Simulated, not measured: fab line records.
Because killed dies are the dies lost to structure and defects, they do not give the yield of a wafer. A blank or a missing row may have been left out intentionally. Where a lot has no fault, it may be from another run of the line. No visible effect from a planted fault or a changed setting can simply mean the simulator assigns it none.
The tool behind it: which one? -- flow n5Finfet -- 9 lots with 27 wafers sampled at 6 steps, on a route of 1938 steps

## WHAT EACH GAUGE READ, for each wafer
N5_BEOL_M1_INSPECT_13: inspects for defects (brightfield). Usual: 421 for rawDefectCount, sd 90.
lot,measured,on,rawDefectCount,flag
L275,day 6 08:46,defectInspect-01,412 334 388,
L279,day 7 07:40,defectInspect-02,257 528 499,
L283,day 8 08:12,defectInspect-01,395 381 417,
L287,day 9 13:50,defectInspect-01,388 371 408,
L289,day 9 22:28,defectInspect-02,466 451 762,
L292,day 10 16:41,defectInspect-02,402 392 527,
L293,day 10 20:25,defectInspect-02,530 430 465,
L294,day 11 04:22,defectInspect-01,313 408 343,
L296,day 11 12:43,defectInspect-02,337 349 336,

N5_BEOL_M1_INSPECT_30: inspects for defects (brightfield). Usual: 424 for rawDefectCount, sd 89.
lot,measured,on,rawDefectCount,flag
L275,day 6 09:40,defectInspect-01,404 350 431,
L279,day 7 08:44,defectInspect-01,253 542 507,
L283,day 8 09:04,defectInspect-01,389 380 374,
L287,day 9 14:43,defectInspect-01,379 360 415,
L289,day 9 23:27,defectInspect-02,1041 1035 1378,OFF
L292,day 10 17:45,defectInspect-01,1014 954 1078,OFF
L293,day 10 21:22,defectInspect-02,525 422 460,
L294,day 11 05:16,defectInspect-01,302 405 348,
L296,day 11 13:40,defectInspect-01,341 353 335,

N5_BEOL_M4_RC_MEAS_101. Usual: DIBL_N 36.6 mV/V, standard deviation 1.9; DIBL_P 36.7 mV/V, standard deviation 2.2; IOFF_N 0.16 nA/um, standard deviation 0.035; IOFF_P 0.22 nA/um, standard deviation 0.038; ION_N 672 uA/um, standard deviation 14; ION_P 462 uA/um, standard deviation 8.3; SS_N 71.6 mV/dec, standard deviation 0.65; SS_P 73.5 mV/dec, standard deviation 0.72; VT_N 250 mV, standard deviation 3.5; VT_P -250 mV, standard deviation 3.1.
lot,measured,on,DIBL_N (mV/V),DIBL_P (mV/V),IOFF_N (nA/um),IOFF_P (nA/um),ION_N (uA/um),ION_P (uA/um),SS_N (mV/dec),SS_P (mV/dec),VT_N (mV),VT_P (mV),flag
L275,day 9 10:38,prober-02,37.8 42.0 34.8,36.2 40.1 33.9,0.15 0.27 0.13,0.21 0.27 0.18,666 682 680,459 458 468,71.6 73.9 71.1,72.7 74.7 72.6,250 245 252,-249 -249 -251,
L279,day 10 06:55,prober-02,35.6 37.4 34.8,35.6 37.6 36.4,0.12 0.16 0.13,0.20 0.22 0.21,653 651 661,462 448 462,71.6 72.3 70.8,72.9 73.5 73.2,255 252 253,-250 -251 -248,
L283,day 11 09:17,prober-02,36.3 37.3 36.5,36.6 38.0 37.6,0.15 0.16 0.16,0.21 0.23 0.22,678 659 681,468 459 463,71.1 71.4 71.4,73.3 74.0 73.7,252 250 247,-252 -248 -250,
L287,day 12 08:23,prober-01,35.5 33.3 35.3,35.2 32.9 34.6,0.13 0.11 0.14,0.18 0.16 0.18,650 656 665,451 459 452,71.8 70.9 71.5,73.1 72.7 73.1,252 254 253,-251 -254 -251,
L289,day 12 19:28,prober-01,36.6 37.8 41.0,32.5 34.6 37.7,0.13 0.16 0.23,0.18 0.22 0.27,661 673 677,455 457 462,71.1 71.8 72.7,73.0 74.1 74.2,252 247 244,-254 -249 -249,
L292,day 13 13:35,prober-02,38.5 39.1 37.1,37.6 38.6 36.5,0.19 0.21 0.17,0.21 0.23 0.20,674 693 686,453 471 466,72.4 72.5 71.5,74.1 74.6 73.9,246 247 246,-251 -252 -253,
L293,day 13 09:16,prober-02,40.8 35.1 36.6,42.0 35.6 36.8,0.26 0.14 0.16,0.32 0.21 0.21,692 663 676,467 457 462,72.9 71.1 71.7,74.4 73.1 73.4,245 251 250,-245 -249 -251,
L294,day 14 07:06,prober-01,37.4 37.4 38.9,38.4 38.9 38.7,0.16 0.17 0.18,0.22 0.25 0.24,678 667 654,468 455 452,71.0 71.4 72.4,74.4 73.9 74.9,251 253 254,-249 -247 -249,
L296,day 14 07:49,prober-02,38.0 39.0 37.8,37.2 39.1 36.6,0.19 0.23 0.18,0.26 0.31 0.25,699 682 674,472 467 463,71.8 71.8 72.4,73.5 74.1 73.6,249 245 248,-244 -244 -245,

## TOOL THAT RAN EACH LOT (tool first, then ch and the chambers of the sampled wafers, then the start)
lot,N5_BEOL_M1_HM_DEP_02,N5_BEOL_M1_STRIP_19,N5_BEOL_M1_ETCH_77
L275,"pvdSputter-02, day 6 08:10","rieDiel-01 ch 0,1,3, day 6 09:11","rieDiel-06 ch 0,2,3, day 6 09:44"
L279,"pvdSputter-01, day 7 07:03","rieDiel-01 ch 0,2,3, day 7 08:07","rieDiel-06 ch 0,2,3, day 7 08:48"
L283,"pvdSputter-03, day 8 07:35","rieDiel-01 ch 1,2,3, day 8 08:36","rieDiel-01 ch 0,1,2, day 8 09:08"
L287,"pvdSputter-03, day 9 13:21","rieDiel-03 ch 1,2,3, day 9 14:14","rieDiel-03 ch 2,3, day 9 14:47"
L289,"pvdSputter-02, day 9 21:59","rieDiel-01 ch 0,2,3, day 9 22:51","rieDiel-06 ch 0,1,2, day 9 23:31"
L292,"pvdSputter-02, day 10 16:04","rieDiel-01 ch 1,2, day 10 17:06","rieDiel-06 ch 0,1, day 10 17:49"
L293,"pvdSputter-03, day 10 19:48","rieDiel-06 ch 0,1,3, day 10 20:53","rieDiel-06 ch 1,2,3, day 10 21:33"
L294,"pvdSputter-02, day 11 03:43","rieDiel-06 ch 1,3, day 11 04:47","rieDiel-06 ch 0,3, day 11 05:20"
L296,"pvdSputter-02, day 11 12:07","rieDiel-03 ch 1,3, day 11 13:11","rieDiel-01 ch 0,1,2, day 11 13:44"
- N5_BEOL_M1_HM_DEP_02: deposits TiN, target thk 20 nm.
- N5_BEOL_M1_STRIP_19: strips in O2.
- N5_BEOL_M1_ETCH_77: etches underlayer in N2/H2, target depth 6.5 nm, time 5.2 s.

## AS READ BY THE TOOLS THEMSELVES (means over the sampled wafers that have a number; for cases with no such wafer, the mark the record gives instead)
N5_BEOL_M1_HM_DEP_02. Usual: chamberPressurePa 0.5001 Pa, standard deviation 0.001; substrateTempC 25.00 C, standard deviation 0.1; throttleValvePct 30.3 %, standard deviation 0.94.
lot,tool,chamberPressurePa (Pa),substrateTempC (C),throttleValvePct (%),flag
L275,pvdSputter-02,0.5000,24.94,30.4,
L279,pvdSputter-01,0.4994,25.03,29.5,
L283,pvdSputter-03,0.5001,25.07,30.9,
L287,pvdSputter-03,0.5007,25.02,30.3,
L289,pvdSputter-02,0.4994,24.99,30.6,
L292,pvdSputter-02,0.5003,25.08,30.6,
L293,pvdSputter-03,0.5006,25.01,30.4,
L294,pvdSputter-02,0.5007,24.91,30.6,
L296,pvdSputter-02,0.4994,24.92,30.9,

N5_BEOL_M1_STRIP_19. Usual: drypumpMotorCurrentA 5.6 A, standard deviation 0.56; oesProductAu 0.80 a.u., standard deviation 0.076; rfVppV 3.7 V, standard deviation 0.5; showerheadPlenumPTorr 2.10 Torr, standard deviation 0.06; throttleValvePct 16.66 %, standard deviation 0.24.
lot,tool,drypumpMotorCurrentA (A),oesProductAu (a.u.),rfVppV (V),showerheadPlenumPTorr (Torr),throttleValvePct (%),flag
L275,rieDiel-01,6.1,0.78,3.8,2.06,16.72,
L279,rieDiel-01,6.0,0.79,3.5,2.13,16.69,
L283,rieDiel-01,6.0,0.79,4.1,2.10,16.67,
L287,rieDiel-03,4.9,0.79,4.0,2.06,16.79,
L289,rieDiel-01,6.0,0.77,3.5,2.12,16.73,
L292,rieDiel-01,5.8,0.72,3.9,2.07,16.87,
L293,rieDiel-06,5.9,0.84,3.6,2.13,16.50,
L294,rieDiel-06,5.7,0.78,3.7,2.12,16.71,
L296,rieDiel-03,4.9,0.79,4.1,2.02,16.87,

N5_BEOL_M1_ETCH_77. Usual: biasW 149.9 W, standard deviation 0.48; drypumpMotorCurrentA 5.7 A, standard deviation 0.58; etchRfOnTimeS 5.23 s, standard deviation 0.13; oesProductAu 0.70 a.u., standard deviation 0.069; rfFwdPowerW 819.6 W, standard deviation 2.6; rfVppV 524.4 V, standard deviation 2.3; showerheadPlenumPTorr 2.56 Torr, standard deviation 0.073; throttleValvePct 17.78 %, standard deviation 0.24.
lot,tool,biasW (W),drypumpMotorCurrentA (A),etchRfOnTimeS (s),oesProductAu (a.u.),rfFwdPowerW (W),rfVppV (V),showerheadPlenumPTorr (Torr),throttleValvePct (%),flag
L275,rieDiel-06,149.4,6.2,5.37,0.70,823.7,526.0,2.60,17.61,
L279,rieDiel-06,150.0,6.2,5.32,0.69,817.3,525.3,2.60,17.61,
L283,rieDiel-01,150.3,5.9,5.32,0.62,819.4,524.3,2.54,17.95,
L287,rieDiel-03,149.8,4.8,5.13,0.66,821.7,522.8,2.49,17.98,
L289,rieDiel-06,149.4,5.9,5.20,0.73,818.4,524.9,2.61,17.77,
L292,rieDiel-06,150.4,5.7,5.14,0.76,820.1,525.4,2.60,17.79,
L293,rieDiel-06,149.6,5.7,5.23,0.68,818.1,524.9,2.59,17.85,
L294,rieDiel-06,150.1,6.4,5.32,0.71,817.4,523.2,2.57,17.51,
L296,rieDiel-01,150.0,5.9,5.21,0.62,822.2,523.5,2.53,18.00,

## THE ANSWER, worked out from the rows above alone
Rule: a lot is off if the mean of its wafers that have a number lies more than 3 standard deviations from the usual mean. A lot without any number at a reading at which 4 lots or more have one is off too. Where the step has rows for the other lots, those lots are counted as sound. First the gauges in route order, then the tools' own readings, where a lot's mean is used as printed above. The first step at which some lot is off is used, and at that step the reading that is off furthest; a lot without a number counts as furthest.
Off: L289, L292, at N5_BEOL_M1_INSPECT_30 (rawDefectCount).
A tool fits if, at a process step before that reading, it ran every lot that is off, and no sound lot after the first of them. Gauges at N5_BEOL_M1_INSPECT_30: tried the same way as those tools. One candidate fits, namely rieDiel-01 at N5_BEOL_M1_STRIP_19. Its last sound lot is L283 (day 8 08:36), its first lot that is off L289 (day 9 22:51): a fault that began between those two fits.

## WHAT THE SIMULATOR HAD PUT IN
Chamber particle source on rieDiel-01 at N5_BEOL_M1_STRIP_19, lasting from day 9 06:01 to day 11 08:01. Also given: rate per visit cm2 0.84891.
Lots struck among those shown: L289, L292. Same finding as the rule above.
